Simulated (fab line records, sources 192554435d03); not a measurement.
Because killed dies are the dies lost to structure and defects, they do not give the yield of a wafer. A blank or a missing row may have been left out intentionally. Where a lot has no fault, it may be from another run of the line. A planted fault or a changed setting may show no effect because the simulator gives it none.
fab line records    flow n5Finfet
record: lots: 12  wafers: 36  lastDay: 17
route steps=1938 shown BEOL_M5@1191 BEOL_M6@1195
lots that met no fault: from a run of the same line without faults
startH: start of the lot's first displayed wafer, in hours after the record's first day    waitH: how many hours have passed since the lot's step before this one    " same as the row above    L1.1+2: a row that stands for several wafers    - value missing, or start not given    * or withheld: withheld    < > ~ a bound
route shown NAME@n: names a module that has steps shown in the file, with the first one's number in the route    usual: mean/standard deviation taken from wafers without a fault    same: alike in all rows    chamber/n: place in a boat    sites: each site's reading    _std_site: how widely they spread, as a standard deviation    _edge_site: inner sites' mean taken away from outer sites' mean    radiusMm: how far each site lies from the wafer's centre    mask NAME#n: copy n    behind: the tool/chamber that last shaped the wafer    hold: reason for holding the lot/hours on hold/outcome of the hold    device: which transistor (n, p or np) failed to switch    end of line: the same wafers' tests at the end of the route    a step without rows: its recipe alone    killed: at the first sort, the dies lost to defects and structure; wafer yield is something else    map: a wafer's dies, marking killed ones x, the rest . and places with no die _
set.NAME: the setting that was run; set.NAME@STEP: the one run at that earlier step    model.NAME: the simulator's own value behind a step, which no gauge read
one table for each step of the route and one row for each wafer, over a sample of lots
services: a tool's chamber out of use, with start hour (startH, from the record's first day; less than 0 if before it), hours out, and reason
== steps ==
step: N5_BEOL_M5_DEP_56
recipe: material: SiCN  targetThkA: 80  tempC: withheld  precursor: 3MS/NH3  pressureTorr: 3  rfW: 202  timeS: 14
usual: showerheadPlenumPTorr: 3.669/0.013  throttleValvePct: 8.9/0.6
lot.wafer  tool      chamber  startH  waitH  showerheadPlenumPTorr  throttleValvePct
L529.2     pecvd-04  1        200.38  0.0    3.677                  9.1
L529.3     "         0        "       "      3.671                  9.6
L529.5     "         2        "       "      3.670                  8.2
L528.3     pecvd-04  1        205.96  0.0    3.680                  8.9
L528.4     "         2        "       "      3.679                  8.2
L528.5     "         0        "       "      3.672                  9.6
L530.1     pecvd-01  0        208.13  0.0    3.660                  8.6
L530.2     "         1        "       "      3.635                  9.8
L530.4     "         0        "       "      3.660                  8.6
L532.2     pecvd-01  1        219.49  0.0    3.642                  10.2
L532.3     "         1        "       "      3.635                  9.8
L532.6     "         0        "       "      3.660                  8.7
L533.2     pecvd-04  2        220.20  0.0    3.663                  7.8
L533.3     "         1        "       "      3.681                  9.1
L533.4     "         1        "       "      3.677                  8.9
L538.2     pecvd-04  2        264.73  0.0    3.659                  8.3
L538.4     "         1        "       "      3.692                  9.1
L538.6     "         0        "       "      3.668                  9.5
L540.1     pecvd-04  0        264.92  0.0    3.663                  9.3
L540.4     "         2        "       "      3.670                  8.3
L540.6     "         0        "       "      3.664                  9.3
L541.1     pecvd-04  2        273.00  0.0    3.667                  7.9
L541.2     "         0        "       "      3.677                  9.5
L541.3     "         1        "       "      3.687                  9.0
L546.1     pecvd-04  2        291.83  0.0    3.665                  8.2
L546.4     "         1        "       "      3.690                  8.8
L546.5     "         2        "       "      3.670                  8.0
L548.2     pecvd-04  2        319.57  0.0    3.675                  8.0
L548.3     "         0        "       "      3.655                  9.1
L548.6     "         1        "       "      3.679                  9.1
L549.2     pecvd-01  2        325.71  0.0    3.643                  8.7
L549.4     "         2        "       "      3.650                  8.9
L549.5     "         0        "       "      3.659                  8.7
L551.2     pecvd-02  0        332.00  0.0    3.657                  9.3
L551.3     "         1        "       "      3.687                  9.3
L551.5     "         2        "       "      3.666                  8.2
step: N5_BEOL_M6_CURE_74
recipe: tempC: 385  timeS: 240  ambient: He/Ar  material: SiCOH_lowk
usual: lampPowerPct: 52.31/0.057  wafer_temp_C_max: 387.0/0.67
lot.wafer  tool       chamber  startH  waitH  lampPowerPct  wafer_temp_C_max
L529.2     uvCure-02  2        200.65  0.1    52.24         386.9
L529.3     "          2        "       "      52.28         387.0
L529.5     "          2        "       "      52.35         387.2
L528.3     uvCure-01  2        206.32  0.2    52.39         386.5
L528.4     "          2        "       "      52.31         386.3
L528.5     "          2        "       "      52.29         386.3
L530.1     uvCure-01  1        208.34  0.0    52.30         386.9
L530.2     "          1        "       "      52.22         386.4
L530.4     "          1        "       "      52.31         387.1
L532.2     uvCure-01  2        219.78  0.1    52.25         386.4
L532.3     "          2        "       "      52.25         385.9
L532.6     "          2        "       "      52.28         386.0
L533.2     uvCure-02  2        220.48  0.1    52.30         386.2
L533.3     "          2        "       "      52.24         386.5
L533.4     "          2        "       "      52.37         386.8
L538.2     uvCure-01  2        265.00  0.1    52.34         387.1
L538.4     "          2        "       "      52.26         386.5
L538.6     "          2        "       "      52.29         386.4
L540.1     uvCure-02  0        265.11  0.0    52.37         386.9
L540.4     "          0        "       "      52.30         387.7
L540.6     "          0        "       "      52.28         386.8
L541.1     uvCure-02  0        273.20  0.0    52.30         387.3
L541.2     "          0        "       "      52.30         387.5
L541.3     "          0        "       "      52.33         386.7
L546.1     uvCure-03  2        292.02  0.0    52.35         386.6
L546.4     "          2        "       "      52.23         386.8
L546.5     "          2        "       "      52.32         387.0
L548.2     uvCure-01  0        319.93  0.2    52.33         387.5
L548.3     "          0        "       "      52.40         387.7
L548.6     "          0        "       "      52.41         389.0
L549.2     uvCure-02  1        325.99  0.1    52.38         388.0
L549.4     "          1        "       "      52.22         387.8
L549.5     "          1        "       "      52.35         388.4
L551.2     uvCure-01  1        332.30  0.1    52.35         386.7
L551.3     "          1        "       "      52.23         387.1
L551.5     "          1        "       "      52.28         387.3
step: N5_BEOL_M6_THK_MEAS_01
recipe: reads: SiCOH_lowk_of_BEOL_M6_ILD_DEP_00
usual: M6_ILD_THK: 154.8/2
lot.wafer  tool          chamber  startH  waitH  M6_ILD_THK[nm]
L529.2     filmMetro-01  -        201.08  0.4    151.6
L529.3     "             -        "       "      152.8
L529.5     "             -        "       "      155.5
L528.3     filmMetro-01  -        206.67  0.3    153.1
L528.4     "             -        "       "      155.6
L528.5     "             -        "       "      156.4
L530.1     filmMetro-02  -        208.85  0.4    153.4
L530.2     "             -        "       "      149.7
L530.4     "             -        "       "      154.5
L532.2     filmMetro-02  -        220.21  0.4    153.3
L532.3     "             -        "       "      151.0
L532.6     "             -        "       "      152.6
L533.2     filmMetro-01  -        220.91  0.4    153.8
L533.3     "             -        "       "      152.4
L533.4     "             -        "       "      156.2
L538.2     filmMetro-02  -        265.43  0.4    154.0
L538.4     "             -        "       "      153.9
L538.6     "             -        "       "      156.6
L540.1     filmMetro-02  -        265.62  0.4    155.3
L540.4     "             -        "       "      156.8
L540.6     "             -        "       "      155.8
L541.1     filmMetro-01  -        273.71  0.4    151.4
L541.2     "             -        "       "      154.0
L541.3     "             -        "       "      154.1
L546.1     filmMetro-02  -        292.54  0.4    152.7
L546.4     "             -        "       "      154.8
L546.5     "             -        "       "      157.1
L548.2     filmMetro-01  -        320.76  0.7    154.3
L548.3     "             -        "       "      156.1
L548.6     "             -        "       "      157.2
L549.2     filmMetro-01  -        326.42  0.4    152.3
L549.4     "             -        "       "      155.2
L549.5     "             -        "       "      154.6
L551.2     filmMetro-01  -        332.73  0.4    152.6
L551.3     "             -        "       "      153.6
L551.5     "             -        "       "      157.3
step: N5_BEOL_M6_COAT_05
recipe: resist: CAR-ArF  spinRpm: 1500  resistThkNm: 90
usual: dispensePressureKPa: 47.8/2  spinSpeedRpm: 1500.0/0.99
lot.wafer  tool           chamber  startH  waitH  dispensePressureKPa  spinSpeedRpm
L529.2     lithoTrack-02  0        201.72  -      47.0                 1498.9
L529.3     "              0        "       "      47.0                 1498.7
L529.5     "              0        "       "      47.0                 1499.4
L528.3     lithoTrack-01  0        207.23  -      50.6                 1499.1
L528.4     "              0        "       "      50.6                 1499.7
L528.5     "              0        "       "      50.6                 1500.1
L530.1     lithoTrack-02  0        209.99  -      47.0                 1500.2
L530.2     "              0        "       "      47.0                 1500.1
L530.4     "              0        "       "      47.0                 1500.0
L532.2     lithoTrack-04  0        222.68  -      45.7                 1500.6
L532.3     "              0        "       "      45.8                 1501.1
L532.6     "              0        "       "      45.8                 1499.8
L533.2     lithoTrack-01  0        223.00  -      50.6                 1499.2
L533.3     "              0        "       "      50.6                 1498.5
L533.4     "              0        "       "      50.6                 1499.3
L538.2     lithoTrack-02  0        266.55  -      47.0                 1459.1
L538.4     "              0        "       "      47.0                 1459.3
L538.6     "              0        "       "      47.0                 1459.6
L540.1     lithoTrack-02  0        266.71  -      47.0                 1459.1
L540.4     "              0        "       "      47.0                 1459.3
L540.6     "              0        "       "      46.9                 1459.4
L541.1     lithoTrack-04  0        274.25  -      45.8                 1501.8
L541.2     "              0        "       "      45.8                 1500.8
L541.3     "              0        "       "      45.8                 1502.1
L546.1     lithoTrack-01  0        293.27  -      50.6                 1499.5
L546.4     "              0        "       "      50.6                 1500.0
L546.5     "              0        "       "      50.6                 1501.6
L548.2     lithoTrack-01  0        324.75  -      50.5                 1501.0
L548.3     "              0        "       "      50.6                 1498.8
L548.6     "              0        "       "      50.5                 1500.0
L549.2     lithoTrack-04  0        327.48  -      45.8                 1497.9
L549.4     "              0        "       "      45.8                 1499.8
L549.5     "              0        "       "      45.8                 1499.7
L551.2     lithoTrack-04  0        333.74  -      45.8                 1501.1
L551.3     "              0        "       "      45.8                 1500.5
L551.5     "              0        "       "      45.8                 1500.9
== services ==
tool           chamber  startH  hours  kind
pecvd-01       -        200.16  2.8    pm
uvCure-03      -        218.91  0.2    repair
pecvd-02       0        226.37  5.5    scheduledDown
uvCure-02      -        226.71  2.1    pm
pecvd-02       0        233.12  2.1    scheduledDown
uvCure-03      -        247.27  2.1    pm
lithoTrack-01  -        248.51  -      consumableReplace:filter
uvCure-01      -        250.39  7.5    pm
lithoTrack-04  -        257.54  -      consumableReplace:filter
uvCure-03      -        258.70  7.5    pm
pecvd-01       -        258.95  5.1    repair
uvCure-01      -        270.71  7.5    pm
uvCure-01      -        280.97  2.1    pm
pecvd-04       1        287.77  1.9    repair
pecvd-04       2        296.36  2.1    scheduledDown
pecvd-02       -        316.12  14.6   pm
pecvd-01       0        320.34  2.1    scheduledDown
pecvd-04       -        326.25  2.8    pm
pecvd-04       2        329.76  6.5    repair
== key ==
firstSign: step: N5_BEOL_M6_COAT_05  reading: spinSpeedRpm  direction: down  sigmas: 41  usual: *  struck: *
effect none on later readings
metAt N5_BEOL_M6_COAT_05
struckLots L538,L540
notActingAt N5_BEOL_M5_DEP_56,N5_BEOL_M6_CURE_74,N5_BEOL_M6_THK_MEAS_01
onsetBetween 209.99 266.55
fault: kind: processParameterDrift  tool: lithoTrack-02  chamber: -  onsetH: 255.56  steps: N5_BEOL_M6_COAT_05  channel: spinRpm  offset: *  shape: step  endH: 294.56  actsIn: *  stated: *
